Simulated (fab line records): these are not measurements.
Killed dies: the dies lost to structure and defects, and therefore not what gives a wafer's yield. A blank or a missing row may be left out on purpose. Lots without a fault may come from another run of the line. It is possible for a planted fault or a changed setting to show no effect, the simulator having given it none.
Which of the tools did it? -- flow n5-finfet -- 12 lots with 34 wafers sampled at 3 steps, on a route of 1938 steps

WHAT THE GAUGES READ, wafer by wafer
N5_MIM_TOP_LITHO_OVL_MEAS_11. Usual: MIM_TOP_OVL typically reads 3 nm, with standard deviation 4.7.
lot,measured,on,MIM_TOP_OVL (nm),flag
L667,day 13 08:52,overlay-01,8 -1,
L668,day 13 11:12,overlay-02,0 1 6,
L669,day 14 11:12,overlay-01,7 7 7,
L670,day 14 20:55,overlay-01,0 5 0,
L671,day 14 15:25,overlay-01,5 10 9,
L672,day 14 21:50,overlay-01,4 -3 6,
L673,day 15 02:13,overlay-02,1 -3 8,
L674,day 15 16:55,overlay-01,4 2 -2,
L676,day 16 07:54,overlay-01,6 4 8,
L677,day 16 12:21,overlay-02,-6 -3,
L678,day 16 12:31,overlay-01,12 9 3,
L681,day 17 23:31,overlay-01,4 3 8,

EACH LOT AND THE TOOL THAT RAN IT (in order: tool; ch and the chambers of the sampled wafers; start)
lot,N5_SPACER0_ALD_08,N5_PASSIVATION_PECVD_00
L667,"ald-sin-04 ch 0,2, day 3 14:38","pecvd-04 ch 1,2, day 13 06:55"
L668,"ald-sin-02 ch 0,2,3, day 3 18:13","pecvd-01 ch 0,1, day 13 08:07"
L669,"ald-sin-01 ch 0,2,3, day 4 02:04","pecvd-03 ch 1,2, day 14 08:46"
L670,"ald-sin-04 ch 0,2,3, day 4 05:47","pecvd-03 ch 1,2, day 14 17:32"
L671,"ald-sin-04 ch 0,2, day 4 13:00","pecvd-04 ch 0,1,2, day 14 12:21"
L672,"ald-sin-02 ch 0,1,2, day 4 17:57","pecvd-01 ch 0,1, day 14 20:26"
L673,"ald-sin-04 ch 0,1,3, day 5 01:56","pecvd-01 ch 0,1,2, day 14 23:48"
L674,"ald-sin-01 ch 0,2,3, day 5 07:21","pecvd-01 ch 0,1,2, day 15 13:20"
L676,"ald-sin-04 ch 0,3, day 5 19:52","pecvd-04 ch 0,2, day 16 04:52"
L677,"ald-sin-04 ch 0,3, day 6 01:24","pecvd-01 ch 2, day 16 10:15"
L678,"ald-sin-04 ch 0,1,3, day 6 05:58","pecvd-01 ch 0,1, day 16 09:34"
L681,"ald-sin-04 ch 1,3, day 7 00:57","pecvd-01 ch 0,2, day 17 21:23"
- N5_SPACER0_ALD_08: deposits SiNx, target thk 2 nm.
- N5_PASSIVATION_PECVD_00: deposits SiO2 from SiH4/N2O, target thk 200 nm, time 11.2 s.

AS READ BY THE TOOLS THEMSELVES (means over the sampled wafers that have a number; for cases with no such wafer, the mark the record gives instead)
N5_SPACER0_ALD_08. Usual: heater-power-w reads 858 W (standard deviation 89).
lot,tool,heater-power-w (W),flag
L667,ald-sin-04,921,
L668,ald-sin-02,887,
L669,ald-sin-01,792,
L670,ald-sin-04,885,
L671,ald-sin-04,903,
L672,ald-sin-02,900,
L673,ald-sin-04,830,
L674,ald-sin-01,768,
L676,ald-sin-04,850,
L677,ald-sin-04,833,
L678,ald-sin-04,840,
L681,ald-sin-04,814,

N5_PASSIVATION_PECVD_00. Usual: heater-power-w 694 W, standard deviation 140; showerhead-plenum-p-Torr 8.22 Torr, standard deviation 0.11; throttle-valve-pct 51 %, standard deviation 4.1.
lot,tool,heater-power-w (W),showerhead-plenum-p-Torr (Torr),throttle-valve-pct (%),flag
L667,pecvd-04,628,8.19,52,
L668,pecvd-01,574,8.32,51,
L669,pecvd-03,778,8.35,49,
L670,pecvd-03,799,8.34,49,
L671,pecvd-04,599,8.17,51,
L672,pecvd-01,603,8.32,51,
L673,pecvd-01,751,8.25,50,
L674,pecvd-01,741,8.26,50,
L676,pecvd-04,670,8.26,50,
L677,pecvd-01,860,8.14,50,
L678,pecvd-01,644,8.34,50,
L681,pecvd-01,894,8.21,49,

THE ANSWER, worked out from the rows above alone
Rule: a lot counts as off when the mean over its wafers that have a number is more than 3 standard deviations away from the usual mean. A lot without any number at a reading at which 4 lots or more have one is off too. Where the step has rows for the other lots, those lots are counted as sound. First the gauges in route order, then the tools' own readings, where a lot's mean is used as printed above. At the first step where some lot is off, the reading lying furthest off is the one used; lots without a number count as furthest.
No lot is off at any reading shown: from this, nothing can be told.

WHAT THE SIMULATOR HAD INSERTED
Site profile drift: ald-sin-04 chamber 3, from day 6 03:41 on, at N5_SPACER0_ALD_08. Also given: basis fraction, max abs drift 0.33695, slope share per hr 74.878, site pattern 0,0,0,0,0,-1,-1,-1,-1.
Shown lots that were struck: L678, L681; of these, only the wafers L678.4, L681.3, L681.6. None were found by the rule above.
